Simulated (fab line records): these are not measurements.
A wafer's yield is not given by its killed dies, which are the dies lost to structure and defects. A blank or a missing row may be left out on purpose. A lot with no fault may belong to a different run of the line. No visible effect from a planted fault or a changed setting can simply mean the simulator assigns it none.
Chamber matching / flow n5 finfet / N5_BEOL_M15_ETCH_59 on rie diel-04: 4 sister chambers
The step etches BARC in N2/H2, target depth 89 nm, overetch 26.7 nm, time 67.9 s. 16 wafers are shown with their chamber, then 8 later ones without.

== WAFERS, EACH WITH ITS CHAMBER ==
wafer=L079.1; chamber=3; showerhead plenum p Torr (Torr)=2.47; throttle valve pct (%)=17.91; drypump motor current A (A)=5.2
wafer=L079.4; chamber=1; showerhead plenum p Torr (Torr)=2.49; throttle valve pct (%)=17.91; drypump motor current A (A)=5.2
wafer=L079.6; chamber=1; showerhead plenum p Torr (Torr)=2.49; throttle valve pct (%)=17.90; drypump motor current A (A)=5.3
wafer=L083.1; chamber=0; showerhead plenum p Torr (Torr)=2.53; throttle valve pct (%)=18.36; drypump motor current A (A)=5.9
wafer=L083.4; chamber=1; showerhead plenum p Torr (Torr)=2.49; throttle valve pct (%)=17.91; drypump motor current A (A)=5.3
wafer=L083.6; chamber=0; showerhead plenum p Torr (Torr)=2.53; throttle valve pct (%)=18.36; drypump motor current A (A)=5.9
wafer=L085.1; chamber=1; showerhead plenum p Torr (Torr)=2.49; throttle valve pct (%)=17.90; drypump motor current A (A)=5.3
wafer=L085.2; chamber=2; showerhead plenum p Torr (Torr)=2.73; throttle valve pct (%)=18.22; drypump motor current A (A)=5.7
wafer=L085.3; chamber=0; showerhead plenum p Torr (Torr)=2.53; throttle valve pct (%)=18.37; drypump motor current A (A)=5.9
wafer=L087.1; chamber=3; showerhead plenum p Torr (Torr)=2.46; throttle valve pct (%)=17.92; drypump motor current A (A)=5.2
wafer=L087.3; chamber=1; showerhead plenum p Torr (Torr)=2.49; throttle valve pct (%)=17.90; drypump motor current A (A)=5.3
wafer=L087.5; chamber=1; showerhead plenum p Torr (Torr)=2.49; throttle valve pct (%)=17.89; drypump motor current A (A)=5.3
wafer=L089.1; chamber=3; showerhead plenum p Torr (Torr)=2.46; throttle valve pct (%)=17.96; drypump motor current A (A)=5.1
wafer=L089.5; chamber=3; showerhead plenum p Torr (Torr)=2.46; throttle valve pct (%)=17.94; drypump motor current A (A)=5.1
wafer=L089.6; chamber=2; showerhead plenum p Torr (Torr)=2.72; throttle valve pct (%)=18.25; drypump motor current A (A)=5.7
wafer=L090.1; chamber=0; showerhead plenum p Torr (Torr)=2.52; throttle valve pct (%)=18.39; drypump motor current A (A)=5.9

SIGNATURES (means of the wafers above)
reading=showerhead plenum p Torr; chamber 0=2.5275; chamber 1=2.4900; chamber 2=2.7250; chamber 3=2.4625; scatter within a chamber=0.00408
reading=throttle valve pct; chamber 0=18.3700; chamber 1=17.9017; chamber 2=18.2350; chamber 3=17.9325; scatter within a chamber=0.0153
reading=drypump motor current A; chamber 0=5.900; chamber 1=5.283; chamber 2=5.700; chamber 3=5.150; scatter within a chamber=0.0391
Rule: a wafer lies at a distance from a chamber equal to the root of the sum of squares, over the readings, of (its reading less the chamber's mean, divided by the reading's scatter). The wafer belongs to the nearest chamber; if the next one is less than 2 further off, it can't be placed. The scatter is the square root of a quotient: the sum, over the shown wafers, of each reading's squared deviation from its chamber's mean, divided by wafers minus chambers.

== WAFERS WITH NO CHAMBER GIVEN ==
wafer=L090.3; showerhead plenum p Torr (Torr)=2.72; throttle valve pct (%)=18.25; drypump motor current A (A)=5.7
wafer=L090.6; showerhead plenum p Torr (Torr)=2.46; throttle valve pct (%)=17.94; drypump motor current A (A)=5.2
wafer=L093.1; showerhead plenum p Torr (Torr)=2.49; throttle valve pct (%)=17.49; drypump motor current A (A)=5.2
wafer=L093.3; showerhead plenum p Torr (Torr)=2.72; throttle valve pct (%)=18.25; drypump motor current A (A)=5.7
wafer=L093.4; showerhead plenum p Torr (Torr)=2.49; throttle valve pct (%)=17.49; drypump motor current A (A)=5.3
wafer=L096.3; showerhead plenum p Torr (Torr)=2.72; throttle valve pct (%)=18.26; drypump motor current A (A)=5.7
wafer=L096.5; showerhead plenum p Torr (Torr)=2.49; throttle valve pct (%)=17.50; drypump motor current A (A)=5.2
wafer=L096.6; showerhead plenum p Torr (Torr)=2.71; throttle valve pct (%)=18.27; drypump motor current A (A)=5.7

== WHICH CHAMBER EACH WENT THROUGH ==
wafer=L090.3; from the rows above=2; in truth=2
wafer=L090.6; from the rows above=3; in truth=3
wafer=L093.1; from the rows above=1; in truth=1
wafer=L093.3; from the rows above=2; in truth=2
wafer=L093.4; from the rows above=1; in truth=1
wafer=L096.3; from the rows above=2; in truth=2
wafer=L096.5; from the rows above=1; in truth=1
wafer=L096.6; from the rows above=2; in truth=2
Correct placement for 8 of the 8. Number that these rows cannot place: 0. 0 placed wrongly.
